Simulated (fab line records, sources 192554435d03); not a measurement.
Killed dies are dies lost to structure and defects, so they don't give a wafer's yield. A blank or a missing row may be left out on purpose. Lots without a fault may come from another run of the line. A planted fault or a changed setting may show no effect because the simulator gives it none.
fab line records | flow n5_finfet
record lots=5 wafers=12 last_day=16
route steps=1938 shown MOL_CONTACT_COAG@626 BEOL_M0_SAQP@632 BEOL_M4@1111 PASSIVATION@1936
lots that met no fault: from a run of the same line without faults
start_h: hours from the record's first day to the start of the lot's first wafer shown | wait_h: hours since the lot's step before | " the same as in the row above | L1.1+2: a row that stands for several wafers | - no value, or no start given | * or withheld: withheld | < > ~ a bound
route shown NAME@n: a module of which the file shows steps, and the number in the route of the first | usual: mean/standard deviation of fault-free wafers | same: alike in all rows | chamber/n: place in a boat | sites: the reading at each site | _std_site: their standard deviation | _edge_site: outer sites' mean less inner sites' | radius_mm: how far each site lies from the wafer's centre | mask NAME#n: copy n | behind: the tool/chamber that last shaped the wafer | hold: why the lot was held/for how many hours/how that ended | device: the transistor (n, p or np) that didn't switch | end of line: the same wafers' tests at the end of the route | a step without rows: its recipe alone | killed: dies lost to structure and defects at the first sort, not the wafer's yield | map: a wafer's dies, x killed, . not, _ none there
set.NAME: the setting as run; set.NAME@STEP: as run at that earlier step | model.NAME: the simulator's own value behind a step, which no gauge read
lots at some steps of the route; a table a step, a row a wafer
services: from which hour (start_h, from the record's first day; less than 0 if before it) a tool's chamber was out of use, for how many hours, and why
## steps
# step N5_MOL_CONTACT_COAG_SRD_128
# recipe dry_time_s=32 dry=n2_spin spin_rpm=1500
# step N5_MOL_CONTACT_COAG_CMP_52
# recipe stop_on=SiO2 t_overpolish_s=1.5 post_cmp_clean=w_dilute_nh4oh down_force_psi=4 platen_rpm=50.289 pad_velocity_m_s=1.0006 target_thk_nm=66.5
# step N5_MOL_CONTACT_COAG_ANNEAL_112
# recipe temp_c=400 time_s=1800 ambient=HPD2 pressure_atm=10
# step N5_BEOL_M0_SAQP_PECVD_00
# recipe material=SiCN target_thk_a=80 temp_c=withheld precursor=3MS/NH3 pressure_torr=3 rf_w=202 time_s=14
# step N5_BEOL_M0_SAQP_ILD_DEP_01
# recipe material=SiOC target_thk_a=454.19 temp_c=350 precursor=DEMS/O2 pressure_torr=5 rf_w=500 time_s=8.7
# step N5_BEOL_M0_SAQP_HM_DEP_02
# recipe material=TiN target_thk_a=120 temp_c=25 chamber_pressure_pa=0.49996
# step N5_BEOL_M0_SAQP_PECVD_03
# recipe material=SiCN target_thk_a=120 temp_c=withheld precursor=3MS/NH3 pressure_torr=3 rf_w=202 time_s=21.1
# step N5_BEOL_M0_SAQP_PECVD_96
# recipe material=a-Si target_thk_a=450 temp_c=350 precursor=SiH4/He pressure_torr=3 rf_w=100 time_s=45.2
# step N5_BEOL_M0_SAQP_PECVD_97
# recipe material=SiNx target_thk_a=230 temp_c=350 precursor=SiH4/NH3/N2 pressure_torr=1.5 rf_w=300 time_s=19.9
# step N5_BEOL_M0_SAQP_PECVD_04
# recipe material=a-Si target_thk_a=600 temp_c=350 precursor=SiH4/He pressure_torr=3 rf_w=100 time_s=60.2
# usual chamber_pressure_Torr=3.002/0.0066 heater_power_w=618/96 showerhead_plenum_p_Torr=5.70/0.049 throttle_valve_pct=18.4/0.9
# columns lot.wafer tool chamber start_h wait_h chamber_pressure_Torr heater_power_w showerhead_plenum_p_Torr throttle_valve_pct model.a-Si_of_BEOL_M0_SAQP_PECVD_04.thk_nm
L118.2 pecvd-02 2 147.12 0.0 2.998 577 5.65 17.7 59.6
L118.4 " 0 " " 2.998 782 5.72 18.0 60
L118.6 " 2 " " 2.996 586 5.66 17.7 61.2
L124.4 pecvd-02 0 188.62 0.1 3.001 839 5.72 17.9 44.4
L124.6 " 1 " " 3.009 494 5.71 19.5 59.6
L126.4 pecvd-02 2 201.07 0.0 2.994 531 5.65 17.6 44.2
L126.6 " 0 " " 3.007 712 5.69 18.1 60
L127.3 pecvd-02 2 206.90 0.0 3.007 607 5.65 17.9 59.2
L127.4 " 1 " " 3.003 560 5.69 19.6 44
L131.1 pecvd-01 1 226.49 0.0 3.001 646 5.74 18.1 59.2
L131.3 " 2 " " 2.991 489 5.65 16.8 59.4
L131.4 " 1 " " 2.998 662 5.73 17.9 60
# step N5_BEOL_M0_SAQP_THK_MEAS_05
# usual thk_nm=60.1/0.75
# columns lot.wafer tool chamber start_h wait_h thk_nm
L118.2 film_metro-02 - 147.22 0.1 59.5
L118.4 " - " " 60.0
L118.6 " - " " 61.1
L124.4 film_metro-02 - 188.71 0.1 44.4
L124.6 " - " " 59.7
L126.4 film_metro-01 - 201.13 0.0 44.2
L126.6 " - " " 60.1
L127.3 film_metro-02 - 206.99 0.1 59.2
L127.4 " - " " 44.0
L131.1 film_metro-01 - 226.59 0.1 59.2
L131.3 " - " " 59.4
L131.4 " - " " 60.1
# step N5_BEOL_M0_SAQP_HM_DEP_111
# recipe material=SiO2 target_thk_a=120 temp_c=400 precursor=SiH4/N2O pressure_torr=0.75 rf_w=275 time_s=7.2
# step N5_BEOL_M0_SAQP_COAT_81
# recipe resist=SOC temp_c=250 time_s=60 spin_rpm=1500 resist_thk_nm=100
# step N5_BEOL_M0_SAQP_COAT_82
# recipe resist=SiARC temp_c=220 time_s=60 spin_rpm=1500 resist_thk_nm=30
# step N5_BEOL_M0_SAQP_COAT_08
# recipe resist=CAR-ArF spin_rpm=1500 resist_thk_nm=90
# step N5_BEOL_M0_SAQP_EBR_10
# recipe solvent=PGMEA ebr_width_mm=1.5
# step N5_BEOL_M0_SAQP_SOFTBAKE_09
# recipe temp_c=110 time_s=60 resist=CAR-ArF
# step N5_BEOL_M0_SAQP_EXPOSE_11
# recipe mask_id=M0_CORE na=1.35 source_shape=dipole sigma_inner=0.538 sigma_outer=0.738 polarization=te target_cd_nm=42 dose_mj=55
# step N5_BEOL_M0_SAQP_PEB_12
# recipe peb_temp_c=withheld peb_time_s=60 resist=CAR-ArF
# step N5_BEOL_M0_SAQP_DEVELOP_13
# recipe develop_time_s=30 developer=TMAH resist=CAR-ArF dev_temp_c=23 rinse_liquid=diw dry=air_spin
# step N5_BEOL_M0_SAQP_DESCUM_19
# recipe chemistry=O2 time_s=7.9 source_power_w=50 bias_power_w=20 pressure_mtorr=20 rf_frequency_hz=2.712e+07 temp_c=40 resist=CAR-ArF o2_flow_sccm=225
# step N5_BEOL_M0_SAQP_ETCH_83
# recipe chemistry=CF4 target=SiARC target_depth_a=390 mask_material=CAR-ArF time_s=65 ion_energy_ev=80 pressure_mtorr=40 source_w=545 bias_w=36 Ar_flow_sccm=100 cf4_flow_sccm=100 ends=cleared
# step N5_BEOL_M0_SAQP_ETCH_84
# recipe chemistry=N2/H2 target=SOC target_depth_a=1000 overetch_a=200 mask_material=SiARC temp_c=40 time_s=150 ion_energy_ev=200 pressure_mtorr=30 source_w=840 bias_w=150 n2_flow_sccm=200 h2_flow_sccm=200
# step N5_BEOL_M0_SAQP_STRIP_80
# recipe chemistry=N2/H2 temp_c=40 n2_flow_sccm=200 h2_flow_sccm=200 rf_frequency_hz=6e+07
# step N5_BEOL_M0_SAQP_HM_OPEN_112
# recipe chemistry=CHF3/O2 target=SiO2 stop_on=a-Si target_depth_a=120 over_etch_frac=1.25 mask_material=SOC time_s=13.5 pressure_mtorr=30 source_w=650 bias_w=170 Ar_flow_sccm=200 CHF3_flow_sccm=50 O2_flow_sccm=5 ion_energy_ev=200 ends=end_point
# step N5_BEOL_M0_SAQP_STRIP_113
# recipe chemistry=CHF3/O2 resist=SiARC rf_frequency_hz=6e+07
# step N5_BEOL_M0_SAQP_MANDREL_ETCH_20
# recipe target_depth_a=600 chemistry=HBr/Cl2 target=a-Si stop_on=SiNx bt_time_s=10 mask_material=SOC over_etch_frac=0.5 time_s=30 pressure_mtorr=10 icp_w=800 bias_w=75 HBr_flow_sccm=150 Cl2_flow_sccm=80 ends=end_point
# usual bias_w=74.97/0.21 drypump_motor_current_A=5.6/0.5 he_backside_leak_sccm=2.7/0.45 oes_product_au=0.774/0.01 throttle_valve_pct=35.4/0.34
# columns lot.wafer tool chamber start_h wait_h bias_w drypump_motor_current_A he_backside_leak_sccm oes_product_au rf_hours_counter_h throttle_valve_pct model.etch.depth_nm
L118.2 rie_si-06 0 147.95 0.0 75.14 6.2 2.4 0.771 84 35.5 59.53
L118.4 " 1 " " 74.81 6.7 2.9 0.776 24 35.6 60.02
L118.6 " 0 " " 75.20 6.2 2.4 0.791 - 35.5 61.08
L124.4 rie_si-04 2 189.66 0.1 75.19 5.8 2.5 0.663 - 35.8 44.34
L124.6 " 0 " " 74.87 5.6 2.5 0.771 - 35.6 59.65
L126.4 rie_si-04 1 202.08 0.0 75.21 5.1 3.2 0.662 0 35.0 44.07
L126.6 " 3 " " 75.18 4.9 2.4 0.769 - 35.8 60.07
L127.3 rie_si-06 3 207.71 0.0 75.01 4.9 2.8 0.762 165 35.6 59.21
L127.4 " 0 " " 74.81 6.3 2.3 0.656 86 35.7 43.91
L131.1 rie_si-01 0 227.57 0.0 74.74 5.6 2.7 0.774 140 35.2 59.1
L131.3 " 1 " " 74.75 5.5 2.3 0.762 2 34.6 59.37
L131.4 " 3 " " 75.18 5.7 2.3 0.763 31 35.6 60.02
# step N5_BEOL_M0_SAQP_STRIP_86
# recipe chemistry=N2/H2 power_w=500 temp_c=40 pressure_mtorr=50 rf_frequency_hz=6e+07 overash_fraction=0.3 bias_power_w=28 h2_frac=0.5 n2_flow_sccm=300 h2_flow_sccm=300
# step N5_BEOL_M0_SAQP_STRIP_115
# recipe chemistry=post_etch_residue_remover time_s=60 temp_c=25 remover_ph=withheld remover_water_wt_pct=withheld remover_fluoride_wt_pct=withheld
# step N5_BEOL_M0_SAQP_SRD_93
# recipe dry=ipa_marangoni time_s=30 temp_c=23 rinse_liquid=diw
# step N5_BEOL_M0_SAQP_RECESS_114
# recipe chemistry=HF/NH3 target=SiO2 target_depth_a=144 afs_cycles=3 temp_c=30 sublimation_temp_c=180 sublimation_time_s=60
# step N5_BEOL_M0_SAQP_SPACER1_ALD_98
# recipe material=SiO2 target_thk_a=128 temp_c=300 ald_precursor_family=BDEAS ald_co_reactant=O2-plasma pulse_time_s=1 purge_time_s=2 co_reactant_purge_time_s=2 ald_cycles=138 pressure_torr=2
# step N5_BEOL_M0_SAQP_SPACER1_ETCHBACK_99
# recipe chemistry=CHF3/O2 mode=anisotropic_etchback target=SiO2 target_depth_a=154 time_s=7.7 pressure_mtorr=30 source_w=650 bias_w=170 Ar_flow_sccm=200 CHF3_flow_sccm=50 O2_flow_sccm=5 ion_energy_ev=200
# usual O2_flow_sccm=5.002/0.015 bias_w=170.0/0.48 drypump_motor_current_A=5.9/0.48 oes_product_au=0.74/0.051 rf_vpp_V=525/5.7 showerhead_plenum_p_Torr=2.40/0.082 throttle_valve_pct=18.93/0.17
# columns lot.wafer tool chamber start_h wait_h O2_flow_sccm bias_w drypump_motor_current_A oes_product_au rf_hours_counter_h rf_vpp_V showerhead_plenum_p_Torr throttle_valve_pct model.a-Si_of_BEOL_M0_SAQP_PECVD_04.thk_nm
L118.2 rie_diel-04 1 149.05 0.3 5.011 170.3 6.0 0.74 151 520 2.51 18.95 59
L118.4 " 2 " " 4.994 169.9 5.4 0.77 143 517 2.41 18.90 59.4
L118.6 " 2 " " 4.997 169.5 5.4 0.77 - 518 2.41 18.87 60.4
L124.4 rie_diel-02 2 191.14 0.4 5.009 170.2 6.1 0.73 - 520 2.39 18.73 43.8
L124.6 " 1 " " 4.995 169.7 6.2 0.75 - 521 2.32 18.79 59
L126.4 rie_diel-02 2 203.17 0.3 4.995 170.5 6.1 0.72 168 522 2.39 18.73 43.4
L126.6 " 3 " " 4.977 169.3 6.6 0.98 - 530 2.47 18.75 59.4
L127.3 rie_diel-04 0 208.80 0.3 4.992 169.7 6.3 0.72 221 534 2.30 19.33 58.6
L127.4 " 2 " " 5.005 169.6 5.4 0.74 159 518 2.40 18.91 43.4
L131.1 rie_diel-03 1 228.76 0.3 5.024 170.7 6.5 0.72 197 522 2.38 19.00 58.4
L131.3 " 3 " " 5.013 169.9 5.3 0.73 187 522 2.30 19.14 58.8
L131.4 " 1 " " 5.029 170.6 6.5 0.72 - 523 2.38 18.98 59.4
# step N5_BEOL_M0_SAQP_MANDREL1_REMOVE_100
# recipe chemistry=HBr/Cl2/O2 bt_time_s=10 target=a-Si stop_on=SiNx endpoint=OES-SiCl over_etch_frac=0.85 icp_w=600 bias_w=30 HBr_flow_sccm=150 Cl2_flow_sccm=80 O2_flow_sccm=5 pressure_mtorr=10
# step N5_BEOL_M4_RC_MEAS_101
# usual DIBL_N=35.8/1.6 DIBL_P=36.0/2.1 IOFF_N=0.153/0.026 IOFF_P=0.21/0.037 ION_N=673/11 ION_P=462/7.6 SS_N=71.4/0.53 SS_P=73.2/0.67 VT_N=250/3.2 VT_P=-250/3.7
# columns lot.wafer tool chamber start_h wait_h DIBL_N[mV/V] DIBL_P[mV/V] IOFF_N[nA/um] IOFF_P[nA/um] ION_N[uA/um] ION_P[uA/um] SS_N[mV/dec] SS_P[mV/dec] VT_N[mV] VT_P[mV]
L118.2 prober-01 0 207.93 0.2 34.9 34.4 0.124 0.17 665 462 70.3 73.4 255 -252
L118.4 " 0 " " 35.6 35.0 0.137 0.19 671 461 70.3 72.8 249 -252
L118.6 " 0 " " 35.6 35.2 0.147 0.18 670 456 71.3 72.8 251 -253
L124.4 prober-01 0 252.12 0.5 33.6 34.4 0.129 0.20 656 459 71.7 72.3 254 -250
L124.6 " 0 " " 33.7 34.3 0.134 0.19 660 461 71.2 72.1 251 -250
L126.4 prober-01 0 269.09 0.5 34.7 34.5 0.133 0.19 666 459 71.5 72.3 257 -252
L126.6 " 0 " " 35.7 36.5 0.150 0.22 663 470 71.8 73.2 253 -250
L127.3 prober-02 0 269.59 0.3 37.1 35.6 0.150 0.21 667 461 71.5 73.4 250 -252
L127.4 " 0 " " 36.5 35.2 0.145 0.20 675 463 71.8 73.5 251 -249
L131.1 prober-02 0 285.26 0.0 34.6 36.0 0.152 0.20 669 464 71.7 71.9 251 -249
L131.3 " 0 " " 36.1 38.1 0.192 0.26 680 469 72.4 73.9 247 -248
L131.4 " 0 " " 34.1 35.4 0.149 0.21 665 457 71.0 72.8 250 -248
# step N5_PASSIVATION_PROBE_49
# usual defect_limited_yield=91.3/1.5 killed_at_M0_to_M3=33/12 killed_at_M4_up=13/5.2 killed_at_contacts=13/6.7 killed_at_front_end=40/11 killed_at_other=4.1/2.7 killed_dies=103/17 killed_open=69/13 killed_short=33/8.4 sort_bin_5_function=5.1/1 sort_bin_6_memory=3.2/0.62 sort_n_pass=1077/17 sort_yield_pct=91.3/1.5
# same gross_dies=1180 killed_at_back_side=0 sort_bin_4_leakage[%]=0 sort_bin_8_speed[%]=0
# columns lot.wafer tool chamber start_h wait_h defect_limited_yield[%] killed_at_M0_to_M3 killed_at_M4_up killed_at_contacts killed_at_front_end killed_at_other killed_dies killed_open killed_short sort_bin_5_function[%] sort_bin_6_memory[%] sort_n_pass sort_yield_pct[%]
L118.2 prober-01 - 316.71 0.1 91.9 29 16 15 33 3 96 55 41 4.3 3.5 1084 91.9
L118.4 prober-01 - 316.81 0.2 92.2 24 15 18 28 7 92 65 26 5.0 2.5 1088 92.2
L118.6 prober-01 - 316.91 0.3 89.9 49 15 19 31 5 119 84 35 6.8 3.3 1061 89.9
L126.4 prober-02 - 383.16 0.2 91.3 41 9 18 34 1 103 66 35 5.1 3.5 1077 91.3
L126.6 prober-02 - 383.26 0.3 94.0 28 5 11 27 0 71 50 20 3.4 2.5 1109 94.0
# killed by level:class
L118.2 MOL_CONTACT_COAG:geometric_particle:open=11 BEOL_M0_SAQP:geometric_particle:short=10 FIN_SAQP:geometric_particle:open=7 BEOL_M4:geometric_particle:short=6 BEOL_M1:geometric_particle:open=5 BEOL_M2:geometric_particle:open=5 BEOL_M7:geometric_particle:open=5 FIN_SAQP:geometric_particle:short=4
L118.4 MOL_CONTACT_COAG:geometric_particle:open=15 STI_FIN_REVEAL:geometric_particle:open=10 BEOL_M4:geometric_particle:short=7 BEOL_M1:geometric_particle:open=5 BEOL_M2:geometric_particle:open=5 BEOL_M0_SAQP:geometric_particle:short=4 MIM_TOP_ETCH:geometric_particle:open=4 STARTING-WAFER:geometric_particle:open=4
L118.6 MOL_CONTACT_COAG:geometric_particle:open=17 BEOL_M1:geometric_particle:open=15 BEOL_M0_SAQP:geometric_particle:short=9 BEOL_M4:geometric_particle:open=8 STI_FIN_REVEAL:geometric_particle:open=7 BEOL_M3:geometric_particle:open=7 BEOL_M2:geometric_particle:open=6 BEOL_M0_SAQP:geometric_particle:open=6
L126.4 MOL_CONTACT_COAG:geometric_particle:open=15 FIN_SAQP:geometric_particle:short=12 BEOL_M2:geometric_particle:open=9 BEOL_M0_SAQP:geometric_particle:short=8 BEOL_M3:geometric_particle:open=6 BEOL_M1:geometric_particle:open=5 FIN_SAQP:geometric_particle:open=4 STI_FIN_REVEAL:geometric_particle:open=4
L126.6 MOL_CONTACT_COAG:geometric_particle:open=11 BEOL_M0_SAQP:geometric_particle:open=10 FIN_SAQP:geometric_particle:open=8 STI_FIN_REVEAL:geometric_particle:open=7 BEOL_M2:geometric_particle:open=5 FIN_SAQP:geometric_particle:short=4 BEOL_M0_SAQP:geometric_particle:short=4 BEOL_M1:geometric_particle:short=3
## services
# columns tool chamber start_h hours kind
rie_diel-02 - 126.83 2.8 pm
rie_si-04 3 136.60 6.8 repair
pecvd-02 - 139.84 0.3 repair
rie_si-06 - 152.44 0.1 repair
rie_si-04 1 161.50 - clean
rie_si-04 1 161.50 28.3 scheduled_down
rie_si-04 1 161.50 28.3 vent_cycle
pecvd-02 2 164.86 29.8 repair
pecvd-02 - 165.15 0.4 repair
rie_si-04 - 165.98 2.8 pm
rie_si-06 3 174.94 22.7 repair
rie_diel-02 3 178.90 - clean
rie_diel-02 3 178.90 - consumable_replace:focus_ring
rie_diel-02 3 178.90 12.8 scheduled_down
rie_diel-02 3 178.90 12.8 vent_cycle
pecvd-02 1 189.86 2.9 repair
pecvd-01 2 194.03 10.1 repair
pecvd-01 - 196.98 0.2 repair
rie_diel-02 3 210.65 2.9 repair
rie_diel-03 0 225.48 - clean
rie_diel-03 0 225.48 - consumable_replace:focus_ring
rie_diel-03 0 225.48 - consumable_replace:showerhead
rie_diel-03 0 225.48 21.1 scheduled_down
rie_diel-03 0 225.48 21.1 vent_cycle
## key
first_sign step=N5_BEOL_M0_SAQP_THK_MEAS_05 reading=thk_nm direction=down sigmas=21 usual=* struck=*
effect step=N5_BEOL_M0_SAQP_MANDREL_ETCH_20 reading=oes_product_au direction=down sigmas=11 usual=0.774 struck=0.661
model_effect step=N5_BEOL_M0_SAQP_PECVD_04 value=a-Si_of_BEOL_M0_SAQP_PECVD_04.thk_nm without=60.4 struck=44.2
model_effect step=N5_BEOL_M0_SAQP_MANDREL_ETCH_20 value=etch.depth_nm without=60.23 struck=44.11
model_effect step=N5_BEOL_M0_SAQP_SPACER1_ETCHBACK_99 value=a-Si_of_BEOL_M0_SAQP_PECVD_04.thk_nm without=59.6 struck=43.53
met_at N5_BEOL_M0_SAQP_PECVD_04
struck_wafers L124.4,L126.4,L127.4
onset_between 147.12 188.62
fault kind=process_parameter_drift tool=pecvd-02 chamber=- onset_h=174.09 steps=N5_BEOL_M0_SAQP_PECVD_04 channel=time_s offset=* shape=step end_h=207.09 scope=struck_wafers_only acts_in=* stated=*
